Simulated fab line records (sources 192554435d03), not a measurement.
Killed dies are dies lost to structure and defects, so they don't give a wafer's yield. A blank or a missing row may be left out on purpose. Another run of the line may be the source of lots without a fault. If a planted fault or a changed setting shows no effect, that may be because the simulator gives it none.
Which tool did it? ; flow n5Finfet ; 21 lots with 63 wafers sampled at 6 steps, on a route of 1938 steps

== WHAT EACH GAUGE READ, for each wafer ==
The record holds no reading of a measuring or inspecting step that can be judged against a usual standard deviation.

== WHAT TOOL EACH LOT RAN ON (gives the tool, then ch and the chambers of the sampled wafers, and finally the start) ==
lot;N5_HKMG_FIN_ALD_79;N5_HKMG_FIN_ETCH_31;N5_HKMG_FIN_ETCH_32;N5_HKMG_FIN_STRIP_92;N5_HKMG_FIN_ALD_91;N5_HKMG_FIN_NWFM_ALD_20
L074;aldMetal-02 ch 0,1,3, day 4 04:23;rieDiel-04 ch 0,2,3, day 4 06:23;rieDiel-04 ch 0,2,3, day 4 06:26;rieDiel-04 ch 0,2,3, day 4 06:48;aldMetal-03 ch 0,1,2, day 4 07:20;aldMetal-04 ch 0,1,3, day 4 08:19
L075;aldMetal-02 ch 0,3, day 4 08:06;rieDiel-04 ch 0,1, day 4 10:11;rieDiel-04 ch 0,1, day 4 10:15;rieDiel-04 ch 0,1, day 4 10:37;aldMetal-02 ch 0,2,3, day 4 11:08;aldMetal-04 ch 0,1,2, day 4 12:07
L076;aldMetal-04 ch 0,2,3, day 4 11:34;rieDiel-06 ch 0,1,2, day 4 13:49;rieDiel-06 ch 0,1,2, day 4 13:53;rieDiel-06 ch 0,1,2, day 4 14:14;aldMetal-03 ch 1,3, day 4 14:47;aldMetal-04 ch 0,1, day 4 15:46
L077;aldMetal-02 ch 0,1, day 4 20:34;rieDiel-06 ch 1,3, day 4 22:29;rieDiel-06 ch 1,3, day 4 22:33;rieDiel-06 ch 1,3, day 4 22:55;aldMetal-04 ch 0,2,3, day 4 23:26;aldMetal-02 ch 0,2,3, day 5 00:28
L078;aldMetal-03 ch 2,3, day 5 02:59;rieDiel-04 ch 1,2, day 5 05:12;rieDiel-04 ch 1,2, day 5 05:16;rieDiel-04 ch 1,2, day 5 05:37;aldMetal-03 ch 0,3, day 5 06:09;aldMetal-04 ch 0,3, day 5 07:12
L079;aldMetal-04 ch 1,2,3, day 5 11:28;rieDiel-01 ch 0,2, day 5 13:34;rieDiel-01 ch 0,2, day 5 13:37;rieDiel-01 ch 0,2, day 5 13:58;aldMetal-04 ch 0,1, day 5 14:30;aldMetal-03 ch 2,3, day 5 15:28
L080;aldMetal-04 ch 2,3, day 5 19:50;rieDiel-01 ch 0,2,3, day 5 22:19;rieDiel-01 ch 0,2,3, day 5 22:23;rieDiel-01 ch 0,2,3, day 5 22:44;aldMetal-02 ch 1,2, day 5 23:16;aldMetal-02 ch 0,1,3, day 6 00:14
L081;aldMetal-04 ch 0,3, day 5 20:47;rieDiel-01 ch 0,1,2, day 5 22:53;rieDiel-01 ch 0,1,2, day 5 22:56;rieDiel-01 ch 0,1,2, day 5 23:18;aldMetal-04 ch 0,3, day 5 23:50;aldMetal-02 ch 0,1,2, day 6 00:52
L082;aldMetal-04 ch 0,1,2, day 6 07:26;rieDiel-01 ch 0,3, day 6 09:31;rieDiel-01 ch 0,3, day 6 09:34;rieDiel-01 ch 0,3, day 6 09:55;aldMetal-02 ch 1,2,3, day 6 10:27;aldMetal-03 ch 1,2, day 6 11:26
L084;aldMetal-02 ch 0,1,2, day 6 15:19;rieDiel-04 ch 0,1,2, day 6 17:21;rieDiel-04 ch 0,1,2, day 6 17:25;rieDiel-04 ch 0,1,2, day 6 17:46;aldMetal-04 ch 1,3, day 6 18:18;aldMetal-02 ch 1,2,3, day 6 19:16
L085;aldMetal-02 ch 0,2, day 6 20:25;rieDiel-01 ch 0,1, day 6 22:39;rieDiel-01 ch 0,1, day 6 22:42;rieDiel-01 ch 0,1, day 6 23:04;aldMetal-02 ch 0,2,3, day 6 23:42;aldMetal-03 ch 2,3, day 7 00:44
L087;aldMetal-03 ch 1,2,3, day 7 07:47;rieDiel-06 ch 0,1,3, day 7 09:50;rieDiel-06 ch 0,1,3, day 7 09:54;rieDiel-06 ch 0,1,3, day 7 10:16;aldMetal-04 ch 2,3, day 7 10:47;aldMetal-04 ch 0,3, day 7 12:00
L088;aldMetal-02 ch 2,3, day 7 12:28;rieDiel-06 ch 1,3, day 7 14:42;rieDiel-06 ch 1,3, day 7 14:46;rieDiel-06 ch 1,3, day 7 15:07;aldMetal-04 ch 0,2, day 7 15:39;aldMetal-04 ch 0,1,3, day 7 16:42
L089;aldMetal-02 ch 2,3, day 7 17:55;rieDiel-01 ch 0,3, day 7 19:50;rieDiel-01 ch 0,3, day 7 19:53;rieDiel-01 ch 0,3, day 7 20:14;aldMetal-03 ch 0,1,3, day 7 20:46;aldMetal-02 ch 0,1,2, day 7 21:45
L090;aldMetal-04 ch 1,2, day 8 00:18;rieDiel-04 ch 0,2,3, day 8 02:13;rieDiel-04 ch 0,2,3, day 8 02:16;rieDiel-04 ch 0,2,3, day 8 02:38;aldMetal-03 ch 0,1, day 8 03:10;aldMetal-02 ch 0,1, day 8 04:08
L092;aldMetal-02 ch 0,2,3, day 8 12:19;rieDiel-01 ch 0,1,2, day 8 14:27;rieDiel-01 ch 0,1,2, day 8 14:31;rieDiel-01 ch 0,1,2, day 8 14:52;aldMetal-03 ch 0,3, day 8 15:26;aldMetal-04 ch 1,2,3, day 8 16:28
L093;aldMetal-03 ch 0,1, day 8 16:50;rieDiel-01 ch 0,1,3, day 8 19:26;rieDiel-01 ch 0,1,3, day 8 19:30;rieDiel-01 ch 0,1,3, day 8 19:52;aldMetal-04 ch 0,2,3, day 8 20:23;aldMetal-02 ch 0,2, day 8 21:26
L094;aldMetal-02 ch 0,2, day 8 23:56;rieDiel-06 ch 0,2, day 9 01:53;rieDiel-06 ch 0,2, day 9 01:57;rieDiel-06 ch 0,2, day 9 02:19;aldMetal-02 ch 2,3, day 9 02:50;aldMetal-04 ch 1,2,3, day 9 03:56
L095;aldMetal-04 ch 0,1,2, day 9 06:07;rieDiel-01 ch 1,2, day 9 08:11;rieDiel-01 ch 1,2, day 9 08:14;rieDiel-01 ch 1,2, day 9 08:36;aldMetal-03 ch 0,1,3, day 9 09:08;aldMetal-02 ch 0,3, day 9 10:06
L096;aldMetal-04 ch 1,2,3, day 9 13:46;rieDiel-06 ch 0,2,3, day 9 15:49;rieDiel-06 ch 0,2,3, day 9 15:52;rieDiel-06 ch 0,2,3, day 9 16:14;aldMetal-04 ch 0,1,2, day 9 16:46;aldMetal-03 ch 0,1,3, day 9 17:44
L097;aldMetal-02 ch 0,2,3, day 9 20:23;rieDiel-06 ch 0,2,3, day 9 22:20;rieDiel-06 ch 0,2,3, day 9 22:23;rieDiel-06 ch 0,2,3, day 9 22:44;aldMetal-04 ch 0,3, day 9 23:16;aldMetal-03 ch 2,3, day 10 00:27
- N5_HKMG_FIN_ALD_79: deposits TiN, target thk 1.5 nm, pulse time 1 s, purge time 3 s.
- N5_HKMG_FIN_ETCH_31: etches SiARC in CF4, target depth 45.5 nm, time 75.8 s.
- N5_HKMG_FIN_ETCH_32: etches SOC in N2/H2, target depth 240 nm, time 300 s.
- N5_HKMG_FIN_STRIP_92: strips SOC in N2/H2, time 20 s.
- N5_HKMG_FIN_ALD_91: deposits TiN, target thk 1 nm, pulse time 1 s, purge time 3 s.
- N5_HKMG_FIN_NWFM_ALD_20: deposits TiAlC, target thk 2 nm, pulse time 3 s, purge time 2 s.

== AS READ BY THE TOOLS THEMSELVES (means over the sampled wafers that have a number; for cases with no such wafer, the mark the record gives instead) ==
N5_HKMG_FIN_ALD_79. Usual: chamberPressureTorr 3.000 Torr, standard deviation 0.007; heaterPowerW 864 W, standard deviation 96; precursorPulseHeightRel 0.999, standard deviation 0.018.
lot;tool;chamberPressureTorr (Torr);heaterPowerW (W);precursorPulseHeightRel;flag
L074;aldMetal-02;3.004;785;1.007;
L075;aldMetal-02;2.997;705;0.988;
L076;aldMetal-04;2.998;892;1.007;
L077;aldMetal-02;2.997;826;1.015;
L078;aldMetal-03;3.001;960;1.008;
L079;aldMetal-04;3.001;887;1.003;
L080;aldMetal-04;2.999;865;1.009;
L081;aldMetal-04;3.000;923;0.981;
L082;aldMetal-04;3.002;946;1.005;
L084;aldMetal-02;2.999;876;1.012;
L085;aldMetal-02;3.007;837;1.001;
L087;aldMetal-03;2.995;935;0.986;
L088;aldMetal-02;3.002;751;1.000;
L089;aldMetal-02;2.999;823;0.993;
L090;aldMetal-04;2.999;954;1.008;
L092;aldMetal-02;2.996;802;0.995;
L093;aldMetal-03;2.997;908;1.005;
L094;aldMetal-02;2.992;839;1.003;
L095;aldMetal-04;3.004;936;0.993;
L096;aldMetal-04;3.003;894;0.990;
L097;aldMetal-02;2.999;806;0.994;

N5_HKMG_FIN_ETCH_31. Usual: drypumpMotorCurrentA 5.69 A, standard deviation 0.29; etchRfOnTimeS 75.3 s, standard deviation 2.8; oesProductAu 0.68 a.u., standard deviation 0.069; rfVppV 184.1 V, standard deviation 1.2; showerheadPlenumPTorr 2.15 Torr, standard deviation 0.055; throttleValvePct 15.62 %, standard deviation 0.3.
lot;tool;drypumpMotorCurrentA (A);etchRfOnTimeS (s);oesProductAu (a.u.);rfVppV (V);showerheadPlenumPTorr (Torr);throttleValvePct (%);flag
L074;rieDiel-04;5.93;73.4;0.72;184.9;2.16;15.30;
L075;rieDiel-04;5.71;75.7;0.68;183.3;2.16;15.43;
L076;rieDiel-06;5.72;75.8;0.70;184.9;2.17;15.59;
L077;rieDiel-06;5.97;73.9;0.64;185.5;2.20;15.73;
L078;rieDiel-04;5.44;73.3;0.63;184.0;2.19;15.45;
L079;rieDiel-01;5.62;76.8;0.66;183.8;2.10;15.89;
L080;rieDiel-01;5.49;75.7;0.71;183.8;2.13;15.71;
L081;rieDiel-01;5.50;75.9;0.67;184.0;2.15;15.81;
L082;rieDiel-01;5.40;74.7;0.76;185.1;2.17;15.55;
L084;rieDiel-04;5.71;74.0;0.67;184.6;2.18;15.41;
L085;rieDiel-01;5.41;76.2;0.67;185.1;2.20;15.76;
L087;rieDiel-06;5.86;76.0;0.67;183.6;2.15;15.51;
L088;rieDiel-06;5.96;74.2;0.63;184.1;2.19;15.77;
L089;rieDiel-01;5.25;73.5;0.76;184.3;2.18;15.51;
L090;rieDiel-04;5.96;74.4;0.68;183.8;2.15;15.37;
L092;rieDiel-01;5.49;75.7;0.65;184.7;2.14;15.86;
L093;rieDiel-01;5.40;75.2;0.70;183.8;2.18;15.69;
L094;rieDiel-06;5.63;74.1;0.72;184.2;2.15;15.60;
L095;rieDiel-01;5.74;78.5;0.58;183.3;2.10;16.11;
L096;rieDiel-06;5.75;75.6;0.70;183.3;2.14;15.49;
L097;rieDiel-06;5.76;74.9;0.70;183.9;2.14;15.50;

N5_HKMG_FIN_ETCH_32. Usual: drypumpMotorCurrentA 5.70 A, standard deviation 0.29; oesProductAu 0.80 a.u., standard deviation 0.084; rfVppV 524.2 V, standard deviation 2.1; showerheadPlenumPTorr 2.56 Torr, standard deviation 0.073; throttleValvePct 17.86 %, standard deviation 0.27.
lot;tool;drypumpMotorCurrentA (A);oesProductAu (a.u.);rfVppV (V);showerheadPlenumPTorr (Torr);throttleValvePct (%);flag
L074;rieDiel-04;5.97;0.86;524.8;2.57;17.56;
L075;rieDiel-04;5.70;0.80;524.3;2.55;17.57;
L076;rieDiel-06;5.72;0.83;524.8;2.56;17.81;
L077;rieDiel-06;5.97;0.76;525.2;2.60;17.82;
L078;rieDiel-04;5.46;0.74;525.5;2.61;17.61;
L079;rieDiel-01;5.60;0.77;522.7;2.49;18.14;
L080;rieDiel-01;5.49;0.82;522.6;2.55;18.01;
L081;rieDiel-01;5.52;0.79;523.8;2.57;18.17;
L082;rieDiel-01;5.42;0.88;525.5;2.60;17.90;
L084;rieDiel-04;5.70;0.78;524.5;2.59;17.61;
L085;rieDiel-01;5.41;0.79;526.0;2.65;18.20;
L087;rieDiel-06;5.88;0.79;524.3;2.56;17.75;
L088;rieDiel-06;5.97;0.73;525.4;2.59;17.86;
L089;rieDiel-01;5.26;0.88;525.2;2.61;17.91;
L090;rieDiel-04;5.95;0.80;523.9;2.56;17.62;
L092;rieDiel-01;5.51;0.75;524.3;2.56;18.20;
L093;rieDiel-01;5.42;0.81;525.0;2.62;18.08;
L094;rieDiel-06;5.62;0.84;524.4;2.54;17.82;
L095;rieDiel-01;5.75;0.68;522.6;2.48;18.34;
L096;rieDiel-06;5.79;0.82;523.6;2.53;17.75;
L097;rieDiel-06;5.76;0.82;523.7;2.53;17.76;

N5_HKMG_FIN_STRIP_92. Usual: drypumpMotorCurrentA 5.71 A, standard deviation 0.29; oesProductAu 0.80 a.u., standard deviation 0.081; powerW 500.1 W, standard deviation 1.5; rfVppV 54.3 V, standard deviation 0.81; showerheadPlenumPTorr 3.38 Torr, standard deviation 0.093; throttleValvePct 19.1 %, standard deviation 0.33.
lot;tool;drypumpMotorCurrentA (A);oesProductAu (a.u.);powerW (W);rfVppV (V);showerheadPlenumPTorr (Torr);throttleValvePct (%);flag
L074;rieDiel-04;5.95;0.85;500.2;54.2;3.40;18.8;
L075;rieDiel-04;5.69;0.79;500.0;54.2;3.37;18.7;
L076;rieDiel-06;5.73;0.81;501.3;53.8;3.39;19.1;
L077;rieDiel-06;5.99;0.76;501.6;54.0;3.43;18.8;
L078;rieDiel-04;5.47;0.74;499.2;54.3;3.44;18.6;
L079;rieDiel-01;5.61;0.77;500.3;54.1;3.29;19.3;
L080;rieDiel-01;5.53;0.83;499.3;54.7;3.36;19.2;
L081;rieDiel-01;5.52;0.79;501.8;54.4;3.39;19.4;
L082;rieDiel-01;5.42;0.88;499.5;53.9;3.43;19.1;
L084;rieDiel-04;5.71;0.77;500.7;53.4;3.42;18.8;
L085;rieDiel-01;5.43;0.79;501.0;54.8;3.49;19.5;
L087;rieDiel-06;5.86;0.79;499.8;53.9;3.38;19.0;
L088;rieDiel-06;5.99;0.75;500.8;55.1;3.42;18.9;
L089;rieDiel-01;5.27;0.89;500.5;54.7;3.45;19.2;
L090;rieDiel-04;5.95;0.80;497.5;54.5;3.38;18.9;
L092;rieDiel-01;5.53;0.77;500.1;54.5;3.38;19.4;
L093;rieDiel-01;5.43;0.82;499.6;53.9;3.45;19.3;
L094;rieDiel-06;5.64;0.82;499.7;54.5;3.35;19.2;
L095;rieDiel-01;5.77;0.68;500.0;54.7;3.28;19.5;
L096;rieDiel-06;5.77;0.82;500.9;53.9;3.35;19.0;
L097;rieDiel-06;5.78;0.81;499.3;53.7;3.35;19.0;

N5_HKMG_FIN_ALD_91. Usual: chamberPressureTorr 3.000 Torr, standard deviation 0.007; heaterPowerW 890 W, standard deviation 83; precursorPulseHeightRel 0.998, standard deviation 0.019.
lot;tool;chamberPressureTorr (Torr);heaterPowerW (W);precursorPulseHeightRel;flag
L074;aldMetal-03;2.999;889;0.976;
L075;aldMetal-02;2.993;810;1.009;
L076;aldMetal-03;3.002;953;0.987;
L077;aldMetal-04;3.001;885;1.009;
L078;aldMetal-03;3.005;913;1.013;
L079;aldMetal-04;3.003;976;1.015;
L080;aldMetal-02;2.997;892;0.991;
L081;aldMetal-04;3.003;904;1.009;
L082;aldMetal-02;3.002;824;0.999;
L084;aldMetal-04;2.994;910;0.981;
L085;aldMetal-02;3.000;793;0.988;
L087;aldMetal-04;2.997;853;0.995;
L088;aldMetal-04;3.000;956;1.012;
L089;aldMetal-03;3.002;932;0.986;
L090;aldMetal-03;3.001;872;0.995;
L092;aldMetal-03;3.006;946;0.990;
L093;aldMetal-04;3.004;884;0.992;
L094;aldMetal-02;3.001;822;0.983;
L095;aldMetal-03;3.000;924;1.013;
L096;aldMetal-04;3.000;942;1.012;
L097;aldMetal-04;2.995;918;0.995;

N5_HKMG_FIN_NWFM_ALD_20. Usual: chamberPressureTorr 3.001 Torr, standard deviation 0.0068; heaterPowerW 487 W, standard deviation 52; precursorPulseHeightRel 0.999, standard deviation 0.021.
lot;tool;chamberPressureTorr (Torr);heaterPowerW (W);precursorPulseHeightRel;flag
L074;aldMetal-04;2.994;505;0.977;
L075;aldMetal-04;2.999;525;0.980;
L076;aldMetal-04;3.006;542;1.019;
L077;aldMetal-02;2.999;443;0.999;
L078;aldMetal-04;3.001;487;0.997;
L079;aldMetal-03;3.005;538;1.011;
L080;aldMetal-02;3.004;443;0.987;
L081;aldMetal-02;3.002;484;1.028;
L082;aldMetal-03;3.005;502;0.991;
L084;aldMetal-02;2.998;458;0.993;
L085;aldMetal-03;3.002;527;0.986;
L087;aldMetal-04;3.003;506;1.002;
L088;aldMetal-04;2.998;513;0.986;
L089;aldMetal-02;2.998;486;0.973;
L090;aldMetal-02;3.001;481;0.981;
L092;aldMetal-04;3.006;496;0.998;
L093;aldMetal-02;3.001;485;1.000;
L094;aldMetal-04;3.001;493;1.001;
L095;aldMetal-02;3.002;421;1.002;
L096;aldMetal-03;2.998;521;0.998;
L097;aldMetal-03;3.006;517;1.029;

== THE ANSWER, worked out from the rows above alone ==
Rule: a lot is off if the mean of its wafers that have a number lies more than 3 standard deviations from the usual mean. Also off: a lot with no number at a reading for which 4 or more lots have one. All remaining lots with rows at the step are treated as sound. The gauges are gone through in route order, then the tools' own readings, and for those a lot's mean is taken as printed above. The first step at which some lot is off is used, and at that step the reading that is off furthest; a lot without a number counts as furthest.
No lot is off at any reading shown: from this, nothing can be told.

== WHAT THE SIMULATOR HAD PUT IN ==
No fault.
